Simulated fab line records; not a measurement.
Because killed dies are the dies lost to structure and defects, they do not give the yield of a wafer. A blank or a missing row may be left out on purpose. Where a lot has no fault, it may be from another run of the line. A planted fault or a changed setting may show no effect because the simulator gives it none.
fab line records | flow n5_finfet
record lots=10 | wafers=30 | last_day=17
route steps=1938 shown PMOS_HMC_CHANNEL_EPI@66 FIN_SAQP@97 BEOL_M4@1111 PASSIVATION@1936
lots untouched by any fault: they come from a run of this same line in which no faults occurred
start_h: start of the lot's first displayed wafer, in hours after the record's first day | wait_h: time in hours since the lot's previous step | " the same as in the row above | L1.1+2: one row covering several wafers at once | - no value present, or no start provided | * or withheld: withheld | < > ~ a bound
route shown NAME@n: NAME is a module with steps in the file, n the number in the route of the first one | usual: the fault-free wafers' mean and standard deviation | same: alike in all rows | chamber/n: place in a boat | sites: the reading at each site | _std_site: standard deviation across them | _edge_site: inner sites' mean taken away from outer sites' mean | radius_mm: how far each site lies from the wafer's centre | mask NAME#n: copy n | behind: tool/chamber where the wafer was last shaped | hold: reason for holding the lot/hours on hold/outcome of the hold | device: transistor that didn't switch, given as n, p or np | end of line: the same wafers' tests at the end of the route | a step given without rows: its recipe and nothing more | killed: not the wafer's yield, but the dies lost to structure and defects at the first sort | map: dies across one wafer; x = killed, . = not, _ = none there
set.NAME: the run value of the setting; set.NAME@STEP: its run value at that earlier step | model.NAME: the simulator's own value behind a step, which no gauge read
one table for each step of the route and one row for each wafer, over a sample of lots
services: when a tool's chamber went out of use (start_h, in hours from the record's first day, below 0 if earlier), for how many hours, and the reason
## steps
# step N5_PMOS_HMC_CHANNEL_EPI_OVL_MEAS_10
# recipe points_per_wafer=44
# usual PMOS_HMC_BLK_OVL=0.5/0.78
lot.wafer | tool       | chamber | start_h | wait_h | PMOS_HMC_BLK_OVL[nm]
L387.1    | overlay-02 | 0       | 16.94   | 0.0    | 2.0
L387.5    | "          | 0       | "       | "      | 2.5
L387.6    | "          | 0       | "       | "      | 2.3
L389.4    | overlay-02 | 0       | 29.04   | 0.0    | 1.4
L389.5    | "          | 0       | "       | "      | 1.0
L389.6    | "          | 0       | "       | "      | 1.3
L390.1    | overlay-02 | 0       | 35.41   | 0.0    | 1.5
L390.2    | "          | 0       | "       | "      | -0.7
L390.6    | "          | 0       | "       | "      | 0.8
L391.1    | overlay-02 | 0       | 41.41   | 0.0    | 0.7
L391.4    | "          | 0       | "       | "      | 0.1
L391.6    | "          | 0       | "       | "      | 0.0
L396.1    | overlay-02 | 0       | 71.34   | 0.0    | 1.4
L396.2    | "          | 0       | "       | "      | 0.9
L396.6    | "          | 0       | "       | "      | 1.7
L398.1    | overlay-02 | 0       | 83.70   | 0.0    | 0.9
L398.2    | "          | 0       | "       | "      | 0.5
L398.4    | "          | 0       | "       | "      | 1.4
L400.3    | overlay-02 | 0       | 95.02   | 0.0    | 1.1
L400.5    | "          | 0       | "       | "      | 1.0
L400.6    | "          | 0       | "       | "      | -0.1
L401.1    | overlay-02 | 0       | 101.61  | 0.0    | -0.6
L401.2    | "          | 0       | "       | "      | -0.2
L401.3    | "          | 0       | "       | "      | -0.1
L408.2    | overlay-02 | 0       | 143.33  | 0.0    | -0.6
L408.3    | "          | 0       | "       | "      | -0.5
L408.6    | "          | 0       | "       | "      | -0.3
L409.1    | overlay-02 | 0       | 149.14  | 0.0    | 0.7
L409.3    | "          | 0       | "       | "      | 0.1
L409.5    | "          | 0       | "       | "      | 0.0
# step N5_FIN_SAQP_THK_MEAS_05
# usual thk_nm=37.8/0.56
lot.wafer | tool          | chamber | start_h | wait_h | thk_nm
L387.1    | film_metro-01 | -       | 20.47   | 0.1    | 37.8
L387.5    | "             | -       | "       | "      | 38.6
L387.6    | "             | -       | "       | "      | 38.5
L389.4    | film_metro-02 | -       | 33.66   | 0.0    | 38.3
L389.5    | "             | -       | "       | "      | 38.4
L389.6    | "             | -       | "       | "      | 38.5
L390.1    | film_metro-02 | -       | 39.04   | 0.1    | 37.9
L390.2    | "             | -       | "       | "      | 38.6
L390.6    | "             | -       | "       | "      | 38.2
L391.1    | film_metro-01 | -       | 45.08   | 0.1    | 37.5
L391.4    | "             | -       | "       | "      | 38.0
L391.6    | "             | -       | "       | "      | 38.4
L396.1    | film_metro-01 | -       | 74.98   | 0.1    | 36.7
L396.2    | "             | -       | "       | "      | 36.5
L396.6    | "             | -       | "       | "      | 37.3
L398.1    | film_metro-01 | -       | 88.40   | 0.1    | 37.2
L398.2    | "             | -       | "       | "      | 36.8
L398.4    | "             | -       | "       | "      | 37.5
L400.3    | film_metro-02 | -       | 100.80  | 0.1    | 37.4
L400.5    | "             | -       | "       | "      | 37.6
L400.6    | "             | -       | "       | "      | 38.2
L401.1    | film_metro-02 | -       | 105.23  | 0.1    | 38.2
L401.2    | "             | -       | "       | "      | 37.9
L401.3    | "             | -       | "       | "      | 38.7
L408.2    | film_metro-02 | -       | 147.61  | 0.1    | 37.6
L408.3    | "             | -       | "       | "      | 37.6
L408.6    | "             | -       | "       | "      | 38.1
L409.1    | film_metro-02 | -       | 153.12  | 0.1    | 37.7
L409.3    | "             | -       | "       | "      | 37.6
L409.5    | "             | -       | "       | "      | 38.0
# step N5_FIN_SAQP_COAT_10
# recipe resist=CAR-ArF | spin_rpm=1500 | resist_thk_nm=90
# usual spin_speed_rpm=1500.2/0.89
lot.wafer | tool           | chamber | start_h | wait_h | spin_speed_rpm
L387.1    | litho_track-01 | 0       | 20.81   | -      | 1500.1
L387.5    | "              | 0       | "       | "      | 1500.6
L387.6    | "              | 0       | "       | "      | 1500.7
L389.4    | litho_track-05 | 0       | 34.05   | -      | 1499.2
L389.5    | "              | 0       | "       | "      | 1500.9
L389.6    | "              | 0       | "       | "      | 1500.3
L390.1    | litho_track-01 | 0       | 39.37   | -      | 1501.6
L390.2    | "              | 0       | "       | "      | 1500.2
L390.6    | "              | 0       | "       | "      | 1499.9
L391.1    | litho_track-01 | 0       | 45.40   | -      | 1500.7
L391.4    | "              | 0       | "       | "      | 1500.1
L391.6    | "              | 0       | "       | "      | 1498.2
L396.1    | litho_track-01 | 0       | 75.31   | -      | 1605.8
L396.2    | "              | 0       | "       | "      | 1604.9
L396.6    | "              | 0       | "       | "      | 1607.3
L398.1    | litho_track-01 | 0       | 88.73   | -      | 1605.6
L398.2    | "              | 0       | "       | "      | 1604.2
L398.4    | "              | 0       | "       | "      | 1605.0
L400.3    | litho_track-02 | 0       | 101.12  | -      | 1500.8
L400.5    | "              | 0       | "       | "      | 1501.2
L400.6    | "              | 0       | "       | "      | 1499.3
L401.1    | litho_track-02 | 0       | 105.62  | -      | 1500.7
L401.2    | "              | 0       | "       | "      | 1500.7
L401.3    | "              | 0       | "       | "      | 1499.1
L408.2    | litho_track-02 | 0       | 147.95  | -      | 1499.7
L408.3    | "              | 0       | "       | "      | 1500.1
L408.6    | "              | 0       | "       | "      | 1499.7
L409.1    | litho_track-05 | 0       | 153.44  | -      | 1498.4
L409.3    | "              | 0       | "       | "      | 1499.0
L409.5    | "              | 0       | "       | "      | 1499.6
# step N5_FIN_SAQP_HM_OPEN_73
# recipe chemistry=CHF3/O2 | target=SiO2 | stop_on=a-Si | target_depth_a=120 | over_etch_frac=1.8 | mask_material=SOC | time_s=16.8 | pressure_mtorr=30 | source_w=650 | bias_w=170 | Ar_flow_sccm=200 | CHF3_flow_sccm=50 | O2_flow_sccm=5 | ion_energy_ev=200 | ends=end_point
# usual drypump_motor_current_A=5.5/0.44 | oes_o_777_au=0.79/0.09 | oes_product_au=0.47/0.053 | rf_vpp_V=525/6.1 | showerhead_plenum_p_Torr=2.42/0.074 | throttle_valve_pct=18.97/0.22
lot.wafer | tool        | chamber | start_h | wait_h | drypump_motor_current_A | oes_o_777_au | oes_product_au | rf_hours_counter_h | rf_vpp_V | showerhead_plenum_p_Torr | throttle_valve_pct
L387.1    | rie_diel-02 | 2       | 21.52   | 0.0    | 5.0                     | 0.78         | 0.46           | 122                | 517      | 2.33                     | 19.09
L387.5    | "           | 0       | "       | "      | 5.6                     | 0.80         | 0.48           | -                  | 520      | 2.42                     | 19.04
L387.6    | "           | 3       | "       | "      | 4.9                     | 0.80         | 0.48           | -                  | 532      | 2.43                     | 18.75
L389.4    | rie_diel-04 | 0       | 34.59   | 0.0    | 5.5                     | 0.68         | 0.40           | 238                | 523      | 2.47                     | 19.26
L389.5    | "           | 0       | "       | "      | 5.5                     | 0.68         | 0.41           | -                  | 524      | 2.47                     | 19.27
L389.6    | "           | 3       | "       | "      | 5.4                     | 0.90         | 0.53           | -                  | 519      | 2.46                     | 18.81
L390.1    | rie_diel-02 | 1       | 39.92   | 0.0    | 5.3                     | 0.69         | 0.41           | 225                | 530      | 2.38                     | 18.93
L390.2    | "           | 0       | "       | "      | 5.6                     | 0.80         | 0.47           | 127                | 518      | 2.42                     | 19.06
L390.6    | "           | 2       | "       | "      | 5.0                     | 0.77         | 0.46           | -                  | 517      | 2.33                     | 19.12
L391.1    | rie_diel-01 | 0       | 46.06   | 0.0    | 5.9                     | 0.71         | 0.42           | 221                | 527      | 2.48                     | 18.99
L391.4    | "           | 2       | "       | "      | 5.6                     | 0.69         | 0.41           | 233                | 528      | 2.28                     | 18.66
L391.6    | "           | 3       | "       | "      | 6.2                     | 0.89         | 0.53           | -                  | 530      | 2.55                     | 19.11
L396.1    | rie_diel-04 | 3       | 76.07   | 0.0    | 5.4                     | 0.87         | 0.51           | 46                 | 520      | 2.45                     | 18.85
L396.2    | "           | 2       | "       | "      | 5.6                     | 0.71         | 0.42           | 234                | 521      | 2.46                     | 19.33
L396.6    | "           | 2       | "       | "      | 5.7                     | 0.71         | 0.43           | -                  | 522      | 2.46                     | 19.33
L398.1    | rie_diel-02 | 1       | 89.39   | 0.0    | 5.4                     | 0.68         | 0.41           | 239                | 530      | 2.37                     | 18.96
L398.2    | "           | 0       | "       | "      | 5.6                     | 0.78         | 0.46           | 144                | 518      | 2.42                     | 19.10
L398.4    | "           | 2       | "       | "      | 5.0                     | 0.75         | 0.44           | 146                | 517      | 2.32                     | 19.13
L400.3    | rie_diel-01 | 3       | 101.78  | 0.0    | 6.2                     | 0.86         | 0.50           | 67                 | 530      | 2.54                     | 19.12
L400.5    | "           | 1       | "       | "      | 6.1                     | 0.81         | 0.48           | -                  | 520      | 2.34                     | 19.01
L400.6    | "           | 3       | "       | "      | 6.2                     | 0.86         | 0.50           | -                  | 530      | 2.54                     | 19.12
L401.1    | rie_diel-04 | 0       | 106.65  | 0.0    | 5.5                     | 0.96         | 0.57           | 6                  | 532      | 2.47                     | 18.88
L401.2    | "           | 2       | "       | "      | 5.6                     | 0.70         | 0.42           | 248                | 522      | 2.46                     | 19.35
L401.3    | "           | 3       | "       | "      | 5.4                     | 0.86         | 0.51           | 59                 | 519      | 2.45                     | 18.87
L408.2    | rie_diel-04 | 1       | 148.62  | 0.0    | 4.7                     | 0.69         | 0.42           | 222                | 525      | 2.38                     | 19.06
L408.3    | "           | 3       | "       | "      | 5.4                     | 0.84         | 0.49           | 78                 | 519      | 2.44                     | 18.90
L408.6    | "           | 2       | "       | "      | 5.7                     | 0.93         | 0.57           | -                  | 522      | 2.46                     | 18.97
L409.1    | rie_diel-01 | 3       | 154.10  | 0.0    | 6.2                     | 0.83         | 0.48           | 88                 | 529      | 2.53                     | 19.16
L409.3    | "           | 1       | "       | "      | 6.1                     | 0.79         | 0.46           | 107                | 520      | 2.33                     | 19.06
L409.5    | "           | 2       | "       | "      | 5.6                     | 0.95         | 0.56           | -                  | 536      | 2.55                     | 18.34
# step N5_BEOL_M4_RC_MEAS_101
# usual DIBL_N=36.4/1.5 | DIBL_P=36.4/1.6 | IOFF_N=0.164/0.025 | IOFF_P=0.214/0.028 | ION_N=675/9.9 | ION_P=463/6.5 | SS_N=71.5/0.5 | SS_P=73.3/0.56 | VT_N=249.2/2.7 | VT_P=-250.1/2.8
lot.wafer | tool      | chamber | start_h | wait_h | DIBL_N[mV/V] | DIBL_P[mV/V] | IOFF_N[nA/um] | IOFF_P[nA/um] | ION_N[uA/um] | ION_P[uA/um] | SS_N[mV/dec] | SS_P[mV/dec] | VT_N[mV] | VT_P[mV]
L387.1    | prober-02 | 0       | 164.19  | 0.0    | 36.5         | 35.4         | 0.134         | 0.171         | 664          | 453          | 71.2         | 73.7         | 250.4    | -256.0
L387.5    | "         | 0       | "       | "      | 37.0         | 36.7         | 0.155         | 0.186         | 688          | 458          | 70.7         | 73.7         | 248.1    | -253.7
L387.6    | "         | 0       | "       | "      | 37.2         | 36.3         | 0.149         | 0.185         | 660          | 451          | 70.8         | 73.2         | 251.0    | -256.5
L389.4    | prober-02 | 0       | 180.43  | 0.5    | 35.8         | 37.5         | 0.165         | 0.224         | 677          | 471          | 71.8         | 73.8         | 249.6    | -249.5
L389.5    | "         | 0       | "       | "      | 36.0         | 37.2         | 0.168         | 0.219         | 682          | 467          | 71.8         | 73.6         | 247.4    | -249.8
L389.6    | "         | 0       | "       | "      | 35.8         | 36.9         | 0.166         | 0.208         | 687          | 467          | 70.9         | 73.2         | 248.3    | -250.5
L390.1    | prober-01 | 0       | 183.12  | 0.0    | 36.4         | 36.9         | 0.153         | 0.173         | 671          | 455          | 71.8         | 73.3         | 248.6    | -253.4
L390.2    | "         | 0       | "       | "      | 34.1         | 34.1         | 0.111         | 0.145         | 657          | 440          | 70.8         | 72.7         | 256.2    | -257.7
L390.6    | "         | 0       | "       | "      | 35.7         | 35.4         | 0.134         | 0.160         | 656          | 447          | 71.7         | 73.6         | 252.8    | -254.4
L391.1    | prober-01 | 0       | 189.48  | 0.0    | 35.8         | 35.7         | 0.163         | 0.214         | 678          | 462          | 70.9         | 73.4         | 250.3    | -252.0
L391.4    | "         | 0       | "       | "      | 35.2         | 34.7         | 0.154         | 0.195         | 676          | 460          | 71.1         | 73.3         | 250.3    | -250.5
L391.6    | "         | 0       | "       | "      | 34.1         | 34.3         | 0.136         | 0.186         | 664          | 460          | 70.7         | 72.3         | 253.4    | -251.6
L396.1    | prober-01 | 0       | 216.73  | 0.4    | 38.2         | 35.8         | 0.172         | 0.221         | 674          | 459          | 72.2         | 73.0         | 249.4    | -249.3
L396.2    | "         | 0       | "       | "      | 38.7         | 36.1         | 0.184         | 0.239         | 681          | 470          | 72.0         | 73.4         | 246.6    | -247.6
L396.6    | "         | 0       | "       | "      | 38.6         | 36.6         | 0.187         | 0.254         | 675          | 465          | 71.8         | 73.6         | 245.5    | -248.3
L398.1    | prober-01 | 0       | 234.55  | 0.0    | 35.4         | 35.3         | 0.159         | 0.232         | 683          | 478          | 72.0         | 73.2         | 249.1    | -247.9
L398.2    | "         | 0       | "       | "      | 36.5         | 37.1         | 0.188         | 0.260         | 695          | 477          | 72.6         | 73.9         | 244.5    | -246.2
L398.4    | "         | 0       | "       | "      | 34.9         | 34.9         | 0.156         | 0.230         | 667          | 460          | 72.1         | 73.2         | 248.4    | -246.7
L401.1    | prober-01 | 0       | 243.32  | 0.0    | 37.4         | 38.4         | 0.186         | 0.244         | 676          | 466          | 71.7         | 73.3         | 248.0    | -251.3
L401.2    | "         | 0       | "       | "      | 37.2         | 38.6         | 0.181         | 0.239         | 677          | 464          | 71.7         | 73.4         | 249.7    | -250.6
L401.3    | "         | 0       | "       | "      | 37.9         | 38.8         | 0.203         | 0.244         | 679          | 458          | 72.0         | 73.5         | 248.6    | -246.8
L400.3    | prober-01 | 0       | 244.56  | 0.5    | 31.7         | 32.8         | 0.103         | 0.155         | 652          | 451          | 70.7         | 71.8         | 256.0    | -251.5
L400.5    | "         | 0       | "       | "      | 33.6         | 35.4         | 0.128         | 0.193         | 664          | 465          | 70.8         | 72.8         | 252.9    | -250.6
L400.6    | "         | 0       | "       | "      | 34.8         | 36.4         | 0.140         | 0.198         | 672          | 470          | 70.8         | 73.1         | 250.1    | -249.8
L408.2    | prober-02 | 0       | 291.64  | 0.2    | 35.1         | 34.9         | 0.159         | 0.175         | 681          | 458          | 71.7         | 73.1         | 250.2    | -254.8
L408.3    | "         | 0       | "       | "      | 34.7         | 34.4         | 0.146         | 0.169         | 674          | 457          | 71.1         | 73.1         | 249.3    | -252.5
L408.6    | "         | 0       | "       | "      | 35.5         | 35.5         | 0.157         | 0.187         | 667          | 455          | 71.8         | 72.9         | 249.2    | -254.0
L409.1    | prober-02 | 0       | 304.01  | 0.7    | 35.5         | 35.8         | 0.140         | 0.200         | 660          | 457          | 71.3         | 72.4         | 250.5    | -249.5
L409.3    | "         | 0       | "       | "      | 36.0         | 36.8         | 0.158         | 0.221         | 670          | 465          | 72.0         | 73.2         | 249.4    | -250.0
L409.5    | "         | 0       | "       | "      | 36.3         | 36.5         | 0.155         | 0.216         | 665          | 464          | 71.7         | 72.3         | 251.5    | -250.7
# step N5_PASSIVATION_PROBE_49
# usual defect_limited_yield=91.1/1.4 | killed_at_M0_to_M3=35/8.7 | killed_at_M4_up=14/5.3 | killed_at_contacts=12/6.2 | killed_at_front_end=41/12 | killed_at_other=3.4/2.6 | killed_dies=105/16 | killed_open=67/13 | killed_short=36/7.3 | sort_bin_5_function=5.2/0.96 | sort_bin_6_memory=3.3/0.6 | sort_n_pass=1075/16 | sort_yield_pct=91.1/1.4
# same gross_dies=1180 | killed_at_back_side=0 | sort_bin_4_leakage[%]=0 | sort_bin_8_speed[%]=0
lot.wafer | tool      | chamber | start_h | wait_h | defect_limited_yield[%] | killed_at_M0_to_M3 | killed_at_M4_up | killed_at_contacts | killed_at_front_end | killed_at_other | killed_dies | killed_open | killed_short | sort_bin_5_function[%] | sort_bin_6_memory[%] | sort_n_pass | sort_yield_pct[%]
L396.1    | prober-02 | -       | 317.92  | 0.0    | 88.6                    | 41                 | 24              | 22                 | 45                  | 2               | 134         | 83          | 50           | 7.2                    | 3.7                  | 1046        | 88.6
L396.2    | prober-02 | -       | 317.97  | 0.1    | 91.0                    | 36                 | 18              | 18                 | 29                  | 5               | 106         | 78          | 27           | 5.5                    | 3.4                  | 1074        | 91.0
L396.6    | prober-02 | -       | 318.17  | 0.3    | 90.3                    | 51                 | 9               | 18                 | 37                  | 0               | 115         | 69          | 46           | 5.3                    | 4.1                  | 1065        | 90.3
L408.2    | prober-01 | -       | 402.41  | 0.1    | 91.4                    | 46                 | 9               | 9                  | 32                  | 5               | 101         | 58          | 40           | 4.9                    | 3.3                  | 1079        | 91.4
L408.3    | prober-01 | -       | 402.46  | 0.1    | 91.1                    | 45                 | 18              | 10                 | 26                  | 6               | 105         | 72          | 31           | 5.0                    | 3.3                  | 1075        | 91.1
L408.6    | prober-01 | -       | 402.61  | 0.3    | 90.6                    | 49                 | 14              | 9                  | 31                  | 8               | 111         | 62          | 46           | 5.8                    | 3.6                  | 1069        | 90.6
# killed by level:class
L396.1 MOL_CONTACT_COAG:geometric_particle:open=15 FIN_SAQP:geometric_particle:short=13 BEOL_M4:geometric_particle:open=12 BEOL_M0_SAQP:geometric_particle:open=9 BEOL_M3:geometric_particle:open=9 GATE_CUT:geometric_particle:short=7 MOL_CONTACT_COAG:geometric_particle:short=7 BEOL_M0_SAQP:geometric_particle:short=7
L396.2 FIN_SAQP:geometric_particle:open=13 BEOL_M4:geometric_particle:open=12 MOL_CONTACT_COAG:geometric_particle:open=12 BEOL_M0_SAQP:geometric_particle:open=9 BEOL_M1:geometric_particle:open=7 BEOL_M3:geometric_particle:open=7 MOL_CONTACT_COAG:geometric_particle:short=6 BEOL_M2:geometric_particle:open=6
L396.6 BEOL_M0_SAQP:geometric_particle:short=18 MOL_CONTACT_COAG:geometric_particle:open=11 BEOL_M0_SAQP:geometric_particle:open=10 FIN_SAQP:geometric_particle:open=8 MOL_CONTACT_COAG:geometric_particle:short=7 BEOL_M4:geometric_particle:open=7 FIN_SAQP:geometric_particle:short=5 DUMMY_GATE:geometric_particle:open=5
L408.2 BEOL_M3:geometric_particle:open=11 MOL_CONTACT_COAG:geometric_particle:open=8 STI_FIN_REVEAL:geometric_particle:open=6 GATE_CUT:geometric_particle:short=6 BEOL_M0_SAQP:geometric_particle:open=6 FIN_SAQP:geometric_particle:open=5 BEOL_M1:geometric_particle:open=5 BEOL_M1:geometric_particle:short=4
L408.3 BEOL_M0_SAQP:geometric_particle:open=9 BEOL_M0_SAQP:geometric_particle:short=9 MOL_CONTACT_COAG:geometric_particle:open=8 FIN_SAQP:geometric_particle:open=7 BEOL_M1:geometric_particle:open=7 BEOL_M2:geometric_particle:open=7 BEOL_M4:geometric_particle:open=6 BEOL_M3:geometric_particle:open=5
L408.6 BEOL_M0_SAQP:geometric_particle:open=16 BEOL_M0_SAQP:geometric_particle:short=11 FIN_SAQP:geometric_particle:short=9 DUMMY_GATE:geometric_particle:open=8 MOL_CONTACT_COAG:geometric_particle:open=6 BEOL_M5:geometric_particle:open=6 BEOL_M3:geometric_particle:open=5 STI_FIN_REVEAL:geometric_particle:open=4
## services
tool           | chamber | start_h | hours | kind
litho_track-02 | -       | -0.18   | -     | consumable_replace:filter
rie_diel-01    | 1       | 3.43    | 7.0   | repair
rie_diel-02    | 0       | 7.43    | 6.3   | repair
litho_track-01 | -       | 39.62   | -     | consumable_replace:filter
rie_diel-02    | 1       | 60.43   | 7.0   | repair
rie_diel-01    | 1       | 63.32   | 3.7   | repair
rie_diel-04    | 0       | 66.23   | -     | clean
rie_diel-04    | 0       | 66.23   | -     | consumable_replace:esc
rie_diel-04    | 0       | 66.23   | -     | consumable_replace:focus_ring
rie_diel-04    | 0       | 66.23   | 21.5  | scheduled_down
rie_diel-04    | 0       | 66.23   | 21.5  | vent_cycle
rie_diel-01    | 2       | 95.82   | -     | clean
rie_diel-01    | 2       | 95.82   | -     | consumable_replace:focus_ring
rie_diel-01    | 2       | 95.82   | -     | consumable_replace:showerhead
rie_diel-01    | 2       | 95.82   | 15.9  | scheduled_down
rie_diel-01    | 2       | 95.82   | 15.9  | vent_cycle
rie_diel-01    | 1       | 105.60  | 1.4   | repair
rie_diel-04    | 2       | 110.93  | -     | clean
rie_diel-04    | 2       | 110.93  | -     | consumable_replace:focus_ring
rie_diel-04    | 2       | 110.93  | 15.2  | scheduled_down
rie_diel-04    | 2       | 110.93  | 15.2  | vent_cycle
rie_diel-02    | 1       | 119.95  | -     | clean
rie_diel-02    | 1       | 119.95  | -     | consumable_replace:focus_ring
rie_diel-04    | 1       | 120.61  | 9.8   | repair
## key
first_sign step=N5_FIN_SAQP_COAT_10 | reading=spin_speed_rpm | direction=up | sigmas=99+ | usual=* | struck=*
effect none on later readings
met_at N5_FIN_SAQP_COAT_10
struck_lots L396,L398
not_acting_at N5_PMOS_HMC_CHANNEL_EPI_OVL_MEAS_10,N5_FIN_SAQP_THK_MEAS_05,N5_FIN_SAQP_HM_OPEN_73
onset_between 45.40 75.31
fault kind=process_parameter_drift | tool=litho_track-01 | chamber=- | onset_h=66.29 | steps=N5_FIN_SAQP_COAT_10 | channel=spin_rpm | offset=* | shape=step | end_h=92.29 | acts_in=* | stated=*
